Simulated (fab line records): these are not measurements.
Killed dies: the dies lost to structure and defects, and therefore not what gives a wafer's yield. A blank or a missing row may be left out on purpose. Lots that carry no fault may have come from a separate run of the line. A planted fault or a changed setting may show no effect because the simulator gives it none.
Chamber matching | flow n5Finfet | aldSin-04 running N5_FIN_SAQP_SPACER1_ALD_24: 4 sister chambers
The step deposits SiO2, target thk 20.3 nm, pulse time 1 s, purge time 2 s. 4 wafers are shown with their chamber, then 10 later ones without.

WAFERS WITH THEIR CHAMBER
wafer  | chamber | heaterPowerW (W)
L080.5 | 1       | 468
L089.1 | 2       | 437
L091.1 | 3       | 492
L091.3 | 0       | 445

WAFERS MISSING THEIR CHAMBER
wafer  | heaterPowerW (W)
L091.6 | 435
L092.3 | 505
L092.5 | 487
L092.6 | 421
L093.2 | 431
L093.4 | 446
L093.6 | 430
L095.2 | 459
L095.4 | 496
L095.6 | 434

THE CHAMBER EACH PASSED THROUGH
wafer  | from the rows above          | in truth
L091.6 | can't be placed: 2 or 0      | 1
L092.3 | 3                            | 3
L092.5 | can't be placed: 3 or 1      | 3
L092.6 | can't be placed: 2 or 0      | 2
L093.2 | can't be placed: 2 or 0      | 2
L093.4 | can't be placed: 0 or 2      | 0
L093.6 | can't be placed: 2 or 0      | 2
L095.2 | can't be placed: 1 or 0 or 2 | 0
L095.4 | 3                            | 3
L095.6 | can't be placed: 2 or 0      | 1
2 of 10 placed correctly. These rows do not allow placing 8 (true chamber among the candidates in 6). 0 placed wrongly.
How it was worked out, from the rows above alone: a wafer's distance from a chamber is the root of the sum, over the readings, of the square of ((its reading less the chamber's mean) divided by the reading's scatter). If the next closest chamber is less than 2 further off than the closest, the wafer can't be placed; otherwise it belongs to the closest. For every chamber, the mean is computed from those of its wafers that are shown. The scatter: with one shown wafer a chamber, the root of the mean of the squares of how far each hidden wafer lies from its nearest shown one.
